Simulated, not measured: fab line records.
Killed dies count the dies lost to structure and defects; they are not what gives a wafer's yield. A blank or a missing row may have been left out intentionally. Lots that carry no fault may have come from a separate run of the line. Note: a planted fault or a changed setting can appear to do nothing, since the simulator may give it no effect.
What tool caused it? || flow n5Finfet || 8 lots with 24 wafers sampled at 3 steps, on a route of 1938 steps

WHAT THE GAUGES READ, wafer by wafer
N5_BEOL_M1_INSPECT_59: inspects for defects (darkfield).
{"lot": "L115", "measured": "day 8 07:37", "on": "defectInspect-01", "rawDefectCount": "62 61 542"}
{"lot": "L116", "measured": "day 8 17:10", "on": "defectInspect-02", "rawDefectCount": "507 64 81"}
{"lot": "L117", "measured": "day 8 20:32", "on": "defectInspect-02", "rawDefectCount": "71 589 91"}
{"lot": "L126", "measured": "day 11 02:55", "on": "defectInspect-02", "rawDefectCount": "80 81 84"}
{"lot": "L127", "measured": "day 11 05:43", "on": "defectInspect-02", "rawDefectCount": "180 129 147"}
{"lot": "L128", "measured": "day 11 10:22", "on": "defectInspect-01", "rawDefectCount": "66 31 39"}
{"lot": "L129", "measured": "day 11 18:03", "on": "defectInspect-02", "rawDefectCount": "44 56 47"}
{"lot": "L130", "measured": "day 11 23:01", "on": "defectInspect-01", "rawDefectCount": "76 38 45"}

EACH LOT AND THE TOOL THAT RAN IT (in order: tool; ch and the chambers of the sampled wafers; start)
{"lot": "L115", "N5_BEOL_M1_SPUTTER_88": "pvdSputter-01, day 8 05:39", "N5_BEOL_M1_CMP_52": "cmp-02 ch 0,1,3, day 8 07:04"}
{"lot": "L116", "N5_BEOL_M1_SPUTTER_88": "pvdSputter-01, day 8 15:13", "N5_BEOL_M1_CMP_52": "cmp-02 ch 0,1,2, day 8 16:37"}
{"lot": "L117", "N5_BEOL_M1_SPUTTER_88": "pvdSputter-02, day 8 18:26", "N5_BEOL_M1_CMP_52": "cmp-02 ch 0,1,2, day 8 20:02"}
{"lot": "L126", "N5_BEOL_M1_SPUTTER_88": "pvdSputter-02, day 11 00:40", "N5_BEOL_M1_CMP_52": "cmp-04 ch 0,3, day 11 02:18"}
{"lot": "L127", "N5_BEOL_M1_SPUTTER_88": "pvdSputter-03, day 11 03:37", "N5_BEOL_M1_CMP_52": "cmp-01 ch 0,1,3, day 11 05:14"}
{"lot": "L128", "N5_BEOL_M1_SPUTTER_88": "pvdSputter-02, day 11 08:17", "N5_BEOL_M1_CMP_52": "cmp-02 ch 1,2,3, day 11 09:46"}
{"lot": "L129", "N5_BEOL_M1_SPUTTER_88": "pvdSputter-01, day 11 16:05", "N5_BEOL_M1_CMP_52": "cmp-04 ch 1,2,3, day 11 17:28"}
{"lot": "L130", "N5_BEOL_M1_SPUTTER_88": "pvdSputter-02, day 11 20:55", "N5_BEOL_M1_CMP_52": "cmp-02 ch 2,3, day 11 22:26"}
- N5_BEOL_M1_SPUTTER_88: material Cu, target thk 4.5 nm, time 8.29 s.
- N5_BEOL_M1_CMP_52: polishes, stops on SiOC, t overpolish 6.8 s, target thk 40 nm.

THE ANSWER, worked out from the rows above alone
Rule: the lots themselves supply what counts as usual. Put in order of their means at a reading, lots are off if they are a third of the lots or fewer, leave a main group of 4 or more, and stand apart from it by a gap of 3 or more times the standard deviation of the main group's means; of several such gaps the widest counts. A main group whose means are all the same, to the digits that the tables above print for the reading, isn't used. A lot without any number at a reading at which 4 lots or more have one is off too. Where the step has rows for the other lots, those lots are counted as sound.
Nothing can be told from this: no lot is off at any reading shown.

WHAT THE SIMULATOR PUT IN
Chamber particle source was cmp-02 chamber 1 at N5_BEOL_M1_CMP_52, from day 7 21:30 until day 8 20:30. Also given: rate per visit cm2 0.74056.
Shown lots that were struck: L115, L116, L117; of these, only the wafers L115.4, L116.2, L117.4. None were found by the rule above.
